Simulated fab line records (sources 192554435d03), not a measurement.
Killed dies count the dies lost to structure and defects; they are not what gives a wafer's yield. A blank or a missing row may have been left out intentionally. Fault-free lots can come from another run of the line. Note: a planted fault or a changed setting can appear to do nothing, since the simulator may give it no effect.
A struck lot beside a sound one    flow n5_finfet    32 steps out of a route of 1938
Sound: these wafers, L101.2, L101.3, L101.6. Struck: wafer L994.3 (left out: L994.1, L994.4 of the same lot, which were not struck); the cause appears at the end.
At each step with rows: each side's tool, then ch and its chambers, then its first start. Under that, the readings that differ: sound wafers    struck wafers    difference of the means    sigmas: that difference in standard deviations of wafers without a fault.
alike: same words and numbers on both sides, and readings whose means sit less than 2 such deviations apart. not compared: any withheld reading, any reading some wafer has no value for, any bound like >300 that may hide the same value, and any number with overlapping values for which the record gives no deviation.
A row with sigmas, a row that says differs or no value, or rows on one side alone: a step with any of these is where the two part. Numbers that don't overlap but have no deviation are shown without sigmas and don't part them. A reading missing from all wafers of one side parts the sides only when that side holds two or more wafers.

first, 10 steps without rows for these wafers: N5_SD_EPI_P_PRECLEAN_51 (cleans in NF3:NH3, afs cycles 1, time 20 s, sublimation time 60 s); N5_SD_EPI_P_VAPOR_ETCH_44 (etches SiGe30 in NF3/Ar, time 3.3 s); N5_SD_EPI_P_EPI_21 (deposits SiGe:B, time 355 s); N5_SD_EPI_P_HM_STRIP_48 (strips SiNx in H3PO4, material SiNx, target depth 3 nm); N5_SD_EPI_P_SRD_49 (time 30 s); N5_SD_EPI_P_PRECLEAN_24 (cleans in O3/DIW, time 45 s); N5_SD_EPI_P_PRECLEAN_32 (cleans in dHF, time 10 s); N5_SD_EPI_P_PRECLEAN_33 (cleans in SC2, time 45 s); N5_SD_EPI_P_SRD_25 (time 30 s); N5_SD_ACTIVATION_RTA_00 (time 0 s).
N5_SD_ACTIVATION_LSA_01: time 0.0008 s.
  sound on laser_anneal-01 ch 0, day 8 00:16; struck on laser_anneal-02 ch 0, day 6 07:55
  alike: wafer_temp_C_max
N5_SD_ACTIVATION_RS_MEAS_03: the measuring method here is four-point-probe.
  struck on film_metro-01, day 6 08:07; sound on film_metro-01, day 8 00:28
reading           sound              struck  difference  sigmas
RS_SD_N (ohm/sq)  21.66 22.08 21.94  20.00   -1.89       -8
  alike: RS_SD_P
then, 19 steps without rows for these wafers: N5_ILD0_LINER_00 (material SiNx, target thk 4 nm, pulse time 1 s, purge time 2 s); N5_ILD0_FCVD_FILL_01 (material SiO2 flowable, target thk 200 nm, time 328.3 s); N5_ILD0_CURE_02 (time 1800 s); N5_ILD0_CMP_03 (polishes, stops on SiNx, t overpolish 1.9 s, target thk 197.38 nm); N5_ILD0_CMP_07 (polishes SiO2 flowable, stops on poly-Si, t overpolish 1.18 s, target thk 138.88 nm); N5_ILD0_PRECLEAN_10 (cleans in NF3:NH3, afs cycles 5, time 20 s, sublimation time 60 s); N5_ILD0_ALD_15 (deposits SiNx, target thk 24 nm, pulse time 1 s, ald cycles 480); N5_ILD0_CMP_12 (polishes SiNx, stops on poly-Si, t overpolish 6 s, target thk 17.67 nm); N5_SDB_HM_DEP_00 (deposits SiNx from SiH4/NH3/N2, target thk 40 nm, time 35.3 s); N5_SDB_COAT_03 (time 60 s, resist thk 100 nm); N5_SDB_COAT_04 (time 60 s, resist thk 18 nm); N5_SDB_COAT_05 (resist thk 90 nm); N5_SDB_EBR_07; N5_SDB_SOFTBAKE_06 (time 60 s); N5_SDB_EXPOSE_08 (exposes mask SDB); N5_SDB_PEB_09 (peb time 60 s); N5_SDB_DEVELOP_10 (develop time 30 s); N5_SDB_DESCUM_16 (chemistry O2, time 7.9 s); N5_SDB_ETCH_17 (etches SiARC in CF4, target depth 23.4 nm, time 39 s).
-- the record jumps here: 6 days lie between the struck wafers' starts before and after (it left off in module SDB and takes up again in module BEOL_M4, whose first step shown is number 1111 of the route) --
N5_BEOL_M4_RC_MEAS_101:
  sound on prober-01 ch 0, day 13 11:55; struck on prober-01 ch 0, day 11 23:40
reading              sound              struck  difference  sigmas
ION_N (uA/um)        658 660 661        680     +20         +2
RC_DENSE_N (ohm.um)  19.2 19.0 19.4     17.4    -1.8        -5
RC_N (ohm.um)        15.78 15.42 15.73  14.05   -1.59       -6
RS_SD_N (ohm/sq)     28.2 28.1 28.5     26.4    -1.9        -6
  alike: DIBL_N, DIBL_P, IOFF_N, IOFF_P, ION_P, SS_N, SS_P, VT_N, VT_P

## WHERE THEY PART
First at N5_SD_ACTIVATION_RS_MEAS_03; last, within this record, at N5_BEOL_M4_RC_MEAS_101.

WHY: what had been put in by the simulator
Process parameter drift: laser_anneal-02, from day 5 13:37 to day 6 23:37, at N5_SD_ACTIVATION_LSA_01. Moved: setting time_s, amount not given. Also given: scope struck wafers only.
